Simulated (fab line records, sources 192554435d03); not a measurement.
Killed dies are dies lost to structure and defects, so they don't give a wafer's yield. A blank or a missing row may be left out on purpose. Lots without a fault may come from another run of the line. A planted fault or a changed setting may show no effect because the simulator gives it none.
Split-lot experiment | flow n5_finfet | 7 lots, 21 wafers read, on a route of 1938 steps

THE SPLIT
At N5_BEOL_M12_COAT_04 (resist thk 400 nm), the setting spin_rpm was moved away from the recipe's 1625 rpm on 6 of the 21 wafers read, by +3.8% to +9.0%. The other wafers ran this setting at the recipe's value.

The reading is taken at the split's own step.

THE READING
coat_of_BEOL_M12_COAT_04.thk_nm (the simulator's own value, which no gauge read), in nm, at N5_BEOL_M12_COAT_04 (resist thk 400 nm). The file gives no usual value for it. The 15 wafers here that ran the recipe average 399.6 nm, standard deviation 0.73 nm.

wafer  | tool, chamber at the split | spin_rpm as run, rpm | against the recipe | coat_of_BEOL_M12_COAT_04.thk_nm, nm | against lot-mates on the recipe
L074.1 | litho_track-01, 0          | 1740                 | +7.1%              | 384.6                               | -14.2
L074.2 | litho_track-01, 0          | 1625                 | recipe             | 398.8                               | -
L074.6 | litho_track-01, 0          | 1740                 | +7.1%              | 384.8                               | -14.0
L076.1 | litho_track-01, 0          | 1756                 | +8.1%              | 384.4                               | -15.0
L076.3 | litho_track-01, 0          | 1625                 | recipe             | 399                                 | -
L076.6 | litho_track-01, 0          | 1625                 | recipe             | 399.8                               | -
L079.2 | litho_track-01, 0          | 1771                 | +9.0%              | 382.4                               | -16.5
L079.4 | litho_track-01, 0          | 1625                 | recipe             | 398.8                               | -
L079.6 | litho_track-01, 0          | 1625                 | recipe             | 399                                 | -
L081.3 | litho_track-01, 0          | 1625                 | recipe             | 399.6                               | -
L081.4 | litho_track-01, 0          | 1625                 | recipe             | 399.6                               | -
L081.6 | litho_track-01, 0          | 1625                 | recipe             | 398.8                               | -
L095.1 | litho_track-03, 0          | 1625                 | recipe             | 401.2                               | -
L095.4 | litho_track-03, 0          | 1625                 | recipe             | 401.2                               | -
L095.5 | litho_track-03, 0          | 1625                 | recipe             | 399.8                               | -
L097.1 | litho_track-04, 0          | 1625                 | recipe             | 399.6                               | -
L097.2 | litho_track-04, 0          | 1625                 | recipe             | 399.6                               | -
L097.5 | litho_track-04, 0          | 1625                 | recipe             | 399.2                               | -
L094.1 | litho_track-04, 0          | 1686                 | +3.8%              | 391                                 | -8.6
L094.3 | litho_track-04, 0          | 1686                 | +3.8%              | 391.8                               | -7.8
L094.6 | litho_track-04, 0          | 1625                 | recipe             | 399.6                               | -

THE FIT
A straight line over all 21 wafers: coat_of_BEOL_M12_COAT_04.thk_nm changes by -1.99 nm for each +1% of spin_rpm; r = -0.99; the points scatter about the line by 0.79 nm.
The same after taking each lot's own level away (the mean of its wafers on the recipe; 21 wafers): -1.92 nm for each +1%; r = -1.00; scatter 0.55 nm.
On that fit, the largest move of spin_rpm shifts the reading by 17 nm.
The lots' own levels span 398.80 to 400.73 nm, that is 2.6 times the standard deviation above.
So the lot-to-lot level changes the slope little: the two slopes agree.
Check: with one of the wafers moved furthest among these (+9.0%) left out of the fit, the line predicts -17.7 nm for it against its lot-mates. It came out at -16.5 nm against them.

OTHER SPLITS ON THESE WAFERS
These wafers also went through other splits before the reading. Each is held against what the fit with the lots' levels taken away leaves over:
other split on the same wafers   | wafers away from the commonest value | r with coat_of_BEOL_M12_COAT_04.thk_nm (lot level and that fit taken away)
N5_BEOL_M9_TRENCH_ETCH_37 bias_w | 7                                    | -0.26
N5_BEOL_M10_COAT_64 spin_rpm     | 7                                    | +0.11
N5_BEOL_M10_EXPOSE_25 dose_mj    | 6                                    | +0.07
N5_BEOL_M11_ILD_DEP_00 time_s    | 6                                    | +0.08
N5_BEOL_M12_ILD_DEP_00 time_s    | 4                                    | -0.15

THE FILE'S OWN FIT
coat_of_BEOL_M12_COAT_04.thk_nm changes by -1.9 nm for each +1% of spin_rpm, r = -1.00.
